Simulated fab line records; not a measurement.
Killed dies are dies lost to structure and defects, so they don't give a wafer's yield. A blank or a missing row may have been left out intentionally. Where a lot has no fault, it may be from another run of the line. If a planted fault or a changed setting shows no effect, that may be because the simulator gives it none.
fab line records	flow n5-finfet	part 2 of 2: steps 18 to 23 of 23
[record] lots = 5	wafers = 15	last-day = 17
route steps=1938 shown DUMMY_GATE@226
lots that met no fault: from a run of the same line without faults
start-h: the number of hours between the record's first day and the start of the first shown wafer of the lot	wait-h: hours since the lot's step before	" the same as in the row above	L1.1+2: a single row standing in for several wafers	- no value, or no start was given	* or withheld: withheld	< > ~ a bound
route shown NAME@n: NAME is a module with steps in the file, n the number in the route of the first one	usual: the fault-free wafers' mean and standard deviation	same: alike in all rows	chamber/n: place in a boat	sites: each site's reading	_std_site: the standard deviation of these	_edge_site: mean of outer sites minus mean of inner sites	radius-mm: for every site, how far away it sits from the centre of the wafer	mask NAME#n: copy n	behind: the most recent tool/chamber to have shaped the wafer	hold: what put the lot on hold/how long, in hours/how the hold closed	device: the n, p or np transistor that did not switch	end of line: the route-end tests of the same wafers	a step without rows: its recipe alone	killed: at the first sort, the dies lost to defects and structure; wafer yield is something else	map: per-die view of a wafer (x killed, . not killed, _ where there is no die)
set.NAME: the setting as run; set.NAME@STEP: as run at that earlier step	model.NAME: the simulator's own value behind a step, which no gauge read
lots at some steps of the route; a table a step, a row a wafer
services: from which hour (start-h, from the record's first day; less than 0 if before it) a tool's chamber was out of use, for how many hours, and why
[[steps]]
[step N5_DUMMY_GATE_ETCH_31]
[recipe] chemistry = C4F6/O2	target = SiO2	mask-material = SOC	target-depth-a = 825	time-s = 27.5	ion-energy-ev = 250	pressure-mtorr = 30	source-w = 345	bias-w = 185	Ar_flow_sccm = 300	C4F6_flow_sccm = 10	O2_flow_sccm = 10
[usual] drypump-motor-current-A = 5.8/0.41	oes-product-au = 0.80/0.074	rf-fwd-power-W = 341.7/1.4	rf-vpp-V = 662/13	showerhead-plenum-p-Torr = 2.86/0.09	throttle-valve-pct = 21.15/0.15
[same] time-s = 27.5
lot.wafer	tool	chamber	start-h	wait-h	drypump-motor-current-A	oes-product-au	rf-fwd-power-W	rf-hours-counter-h	rf-vpp-V	showerhead-plenum-p-Torr	throttle-valve-pct
L083.3	rie-diel-05	3	99.71	0.0	6.3	0.74	342.0	197	645	2.92	21.04
L083.4	"	2	"	"	5.3	0.82	339.5	82	689	2.87	21.26
L083.5	"	1	"	"	6.1	0.82	342.6	-	658	2.79	21.30
L084.1	rie-diel-05	1	110.16	0.0	6.1	0.82	342.8	87	658	2.79	21.33
L084.4	"	0	"	"	5.9	0.67	342.7	246	678	2.91	21.36
L084.5	"	1	"	"	6.1	0.81	343.2	-	662	2.79	21.31
L090.1	rie-diel-04	0	142.63	0.0	5.1	0.77	342.5	145	648	2.86	21.11
L090.2	"	3	"	"	5.7	0.69	341.6	238	662	2.69	21.23
L090.6	"	0	"	"	5.1	0.77	342.6	-	646	2.86	21.12
L091.1	rie-diel-05	3	147.40	0.0	6.2	0.72	343.1	214	644	2.91	21.07
L091.4	"	3	"	"	6.2	0.72	342.9	-	645	2.91	21.06
L091.5	"	2	"	"	5.3	0.80	339.8	-	689	2.86	21.26
L096.1	rie-diel-01	1	177.41	0.0	6.3	0.84	342.2	58	648	2.78	20.92
L096.3	"	3	"	"	6.0	0.78	341.2	146	662	2.87	21.15
L096.4	"	2	"	"	5.2	0.81	341.3	-	651	2.78	21.34
[step N5_DUMMY_GATE_STRIP_41]
[recipe] chemistry = O2	power-w = 400	temp-c = 40	pressure-mtorr = 30	rf-frequency-hz = 6e+07	bias-power-w = 0	overash-fraction = 0.3	o2-flow-sccm = 225
[usual] drypump-motor-current-A = 5.8/0.41	o2-flow-sccm = 225.0/0.66	oes-product-au = 0.80/0.074	rf-vpp-V = 3.8/0.5	showerhead-plenum-p-Torr = 2.11/0.072	throttle-valve-pct = 16.65/0.2
lot.wafer	tool	chamber	start-h	wait-h	drypump-motor-current-A	o2-flow-sccm	oes-product-au	rf-hours-counter-h	rf-vpp-V	showerhead-plenum-p-Torr	throttle-valve-pct
L083.3	rie-diel-05	3	99.76	0.0	6.2	226.6	0.74	197	2.5	2.15	16.63
L083.4	"	2	"	"	5.3	225.7	0.82	82	4.1	2.12	16.79
L083.5	"	1	"	"	6.2	224.6	0.82	-	4.1	2.04	16.71
L084.1	rie-diel-05	1	110.21	0.0	6.1	224.7	0.81	87	3.2	2.04	16.71
L084.4	"	0	"	"	5.9	225.4	0.69	246	3.4	2.16	17.01
L084.5	"	1	"	"	6.1	225.4	0.81	-	2.7	2.04	16.73
L090.1	rie-diel-04	0	142.68	0.0	5.1	224.6	0.77	145	3.7	2.10	16.56
L090.2	"	3	"	"	5.7	225.7	0.69	238	3.2	2.00	16.92
L090.6	"	0	"	"	5.1	225.0	0.78	-	3.8	2.09	16.57
L091.1	rie-diel-05	3	147.45	0.0	6.2	225.5	0.73	214	3.2	2.15	16.65
L091.4	"	3	"	"	6.2	225.8	0.72	-	4.0	2.15	16.64
L091.5	"	2	"	"	5.3	224.9	0.81	-	4.5	2.12	16.85
L096.1	rie-diel-01	1	177.45	0.0	6.3	225.2	0.85	58	4.6	2.03	16.27
L096.3	"	3	"	"	6.0	225.5	0.79	146	3.9	2.10	16.56
L096.4	"	2	"	"	5.1	224.0	0.81	-	3.8	2.04	16.78
[step N5_DUMMY_GATE_HM_OPEN_21]
[recipe] chemistry = CH3F/O2	target = SiNx	target-depth-a = 1200	Ar_flow_sccm = 150	CH3F_flow_sccm = 30	O2_flow_sccm = 23	time-s = 171.4	pressure-mtorr = 30	source-w = 395	bias-w = 73	ion-energy-ev = 120.7
[usual] drypump-motor-current-A = 5.8/0.41	oes-product-au = 0.80/0.075	rf-fwd-power-W = 393.7/1.3	rf-vpp-V = 298/5.7	showerhead-plenum-p-Torr = 2.03/0.067	throttle-valve-pct = 16.45/0.16
[same] time-s = 171.4
lot.wafer	tool	chamber	start-h	wait-h	drypump-motor-current-A	oes-product-au	rf-fwd-power-W	rf-hours-counter-h	rf-vpp-V	showerhead-plenum-p-Torr	throttle-valve-pct
L083.3	rie-diel-05	3	99.80	0.0	6.2	0.74	396.8	197	290	2.07	16.42
L083.4	"	2	"	"	5.3	0.82	391.9	82	310	2.04	16.57
L083.5	"	1	"	"	6.1	0.82	395.9	-	297	1.97	16.53
L084.1	rie-diel-05	1	110.25	0.0	6.1	0.80	393.3	87	298	1.97	16.54
L084.4	"	0	"	"	5.9	0.67	394.4	246	303	2.07	16.72
L084.5	"	1	"	"	6.2	0.81	394.7	-	296	1.97	16.54
L090.1	rie-diel-04	0	142.72	0.0	5.1	0.77	394.1	145	292	2.03	16.41
L090.2	"	3	"	"	5.7	0.68	393.7	238	298	1.91	16.60
L090.6	"	0	"	"	5.1	0.77	392.3	-	291	2.03	16.43
L091.1	rie-diel-05	3	147.49	0.0	6.2	0.72	395.0	214	290	2.07	16.46
L091.4	"	3	"	"	6.2	0.73	395.9	-	290	2.07	16.46
L091.5	"	2	"	"	5.3	0.80	395.5	-	308	2.03	16.58
L096.1	rie-diel-01	1	177.49	0.0	6.3	0.84	393.0	58	291	1.97	16.16
L096.3	"	3	"	"	6.0	0.77	394.2	146	297	2.04	16.44
L096.4	"	2	"	"	5.1	0.80	394.0	-	293	1.97	16.55
[step N5_DUMMY_GATE_ETCH_32]
[recipe] chemistry = CF4	target = SiO2	target-depth-a = 35	time-s = 3.9	ion-energy-ev = 350	pressure-mtorr = 10	icp-w = 800	bias-w = 400	cf4-flow-sccm = 80
[usual] drypump-motor-current-A = 5.7/0.44	oes-product-au = 1.003/0.013	rf-fwd-power-W = 790/4	throttle-valve-pct = 21.65/0.26
[same] time-s = 3.9
lot.wafer	tool	chamber	start-h	wait-h	drypump-motor-current-A	oes-product-au	rf-fwd-power-W	rf-hours-counter-h	throttle-valve-pct
L083.3	rie-si-02	1	99.96	0.1	5.3	0.967	789	195	21.99
L083.4	"	2	"	"	5.7	0.979	784	104	21.80
L083.5	"	2	"	"	5.7	0.992	789	-	21.81
L084.1	rie-si-01	2	110.41	0.1	6.1	0.998	791	11	22.04
L084.4	"	3	"	"	6.7	1.018	792	30	22.05
L084.5	"	0	"	"	5.3	0.991	794	-	21.66
L090.1	rie-si-02	0	142.88	0.1	5.4	1.012	793	34	21.18
L090.2	"	3	"	"	6.1	1.018	795	33	21.51
L090.6	"	3	"	"	6.1	1.026	792	-	21.50
L091.1	rie-si-01	0	147.65	0.1	5.3	0.998	794	136	21.67
L091.4	"	3	"	"	6.7	1.010	789	31	22.05
L091.5	"	0	"	"	5.3	0.990	799	-	21.66
L096.1	rie-si-02	1	177.65	0.1	5.3	0.976	789	0	22.01
L096.3	"	3	"	"	6.1	1.024	790	34	21.50
L096.4	"	0	"	"	5.4	1.007	790	35	21.20
[step N5_DUMMY_GATE_ETCH_23]
[recipe] chemistry = HBr/Cl2/O2	HBr_flow_sccm = 150	Cl2_flow_sccm = 80	O2_flow_sccm = 12	bias-w = 102	target-depth-a = 410	time-s = 22.3	target = poly-Si	mask-material = SiO2	pressure-mtorr = 10	icp-w = 800
[usual] drypump-motor-current-A = 5.7/0.44	oes-product-au = 1.002/0.011	rf-fwd-power-W = 793.3/2.9	throttle-valve-pct = 37.00/0.27
[same] time-s = 22.3
lot.wafer	tool	chamber	start-h	wait-h	drypump-motor-current-A	oes-product-au	rf-fwd-power-W	rf-hours-counter-h	throttle-valve-pct
L083.3	rie-si-02	1	99.99	0.0	5.4	0.984	793.7	195	37.09
L083.4	"	2	"	"	5.7	0.999	797.8	104	37.21
L083.5	"	2	"	"	5.7	1.004	794.9	-	37.23
L084.1	rie-si-01	2	110.44	0.0	6.1	0.986	797.0	11	37.42
L084.4	"	3	"	"	6.6	1.022	796.1	30	37.37
L084.5	"	0	"	"	5.3	0.999	797.0	-	36.93
L090.1	rie-si-02	0	142.91	0.0	5.4	1.001	795.3	34	36.50
L090.2	"	3	"	"	6.1	1.006	793.8	33	36.88
L090.6	"	3	"	"	6.2	1.003	793.7	-	36.91
L091.1	rie-si-01	0	147.68	0.0	5.3	0.992	797.9	136	36.93
L091.4	"	3	"	"	6.7	1.026	791.6	31	37.37
L091.5	"	0	"	"	5.3	0.992	799.1	-	36.93
L096.1	rie-si-02	1	177.69	0.0	5.3	0.982	792.9	0	37.36
L096.3	"	3	"	"	6.1	1.021	794.6	34	36.91
L096.4	"	0	"	"	5.4	1.003	793.4	35	36.50
[step N5_DUMMY_GATE_ETCH_44]
[recipe] chemistry = HBr/O2	over-etch-frac = 0.7	target-depth-a = 1275	stop-on = SiO2	ion-energy-ev = 60	bias-w = 20	target = poly-Si	mask-material = SiO2	pressure-mtorr = 20	icp-w = 400	HBr_flow_sccm = 120	O2_flow_sccm = 10
[usual] drypump-motor-current-A = 5.7/0.44	oes-product-au = 0.735/0.011	rf-fwd-power-W = 397.8/1.3	throttle-valve-pct = 18.39/0.19
lot.wafer	tool	chamber	start-h	wait-h	drypump-motor-current-A	oes-product-au	rf-fwd-power-W	rf-hours-counter-h	throttle-valve-pct
L083.3	rie-si-02	1	100.05	0.0	5.3	0.712	397.9	195	18.54
L083.4	"	2	"	"	5.7	0.749	399.7	104	18.56
L083.5	"	2	"	"	5.7	0.742	397.4	-	18.54
L084.1	rie-si-01	2	110.50	0.0	6.1	0.726	398.7	11	18.74
L084.4	"	3	"	"	6.7	0.746	397.3	30	18.72
L084.5	"	0	"	"	5.3	0.732	398.6	-	18.42
L090.1	rie-si-02	0	142.97	0.0	5.4	0.730	397.3	34	18.04
L090.2	"	3	"	"	6.1	0.733	398.1	33	18.22
L090.6	"	3	"	"	6.1	0.719	397.7	-	18.22
L091.1	rie-si-01	0	147.74	0.0	5.3	0.734	397.7	136	18.41
L091.4	"	3	"	"	6.7	0.755	399.1	31	18.70
L091.5	"	0	"	"	5.3	0.728	396.9	-	18.43
L096.1	rie-si-02	1	177.74	0.0	5.3	0.703	398.0	0	18.49
L096.3	"	3	"	"	6.1	0.729	395.2	34	18.22
L096.4	"	0	"	"	5.4	0.748	397.8	35	18.03
[[services]]
tool	chamber	start-h	hours	kind
euv-scanner-01	-	76.61	1.0	pm
rie-si-01	-	78.17	0.7	repair
rie-diel-04	0	80.56	7.8	repair
euv-scanner-02	-	91.50	1.0	pm
rie-diel-01	-	98.51	2.8	pm
rie-diel-01	3	111.79	13.2	repair
rie-diel-04	2	120.94	-	clean
rie-diel-04	2	120.94	-	consumable-replace:focus-ring
rie-diel-04	2	120.94	-	consumable-replace:showerhead
rie-diel-04	2	120.94	23.6	scheduled-down
rie-diel-04	2	120.94	23.6	vent-cycle
rie-diel-05	0	123.19	-	clean
rie-diel-05	0	123.19	-	consumable-replace:focus-ring
rie-diel-05	0	123.19	28.3	scheduled-down
rie-diel-05	0	123.19	28.3	vent-cycle
rie-diel-01	0	123.46	131.8	repair
rie-diel-05	1	126.84	5.4	repair
rie-si-02	1	129.08	9.9	repair
euv-scanner-01	-	132.75	1.0	pm
euv-scanner-02	-	147.65	1.0	pm
rie-si-01	3	150.60	4.7	repair
rie-si-03	1	152.82	1.6	repair
rie-diel-01	3	154.67	14.1	repair
euv-scanner-02	-	166.41	4.6	pm
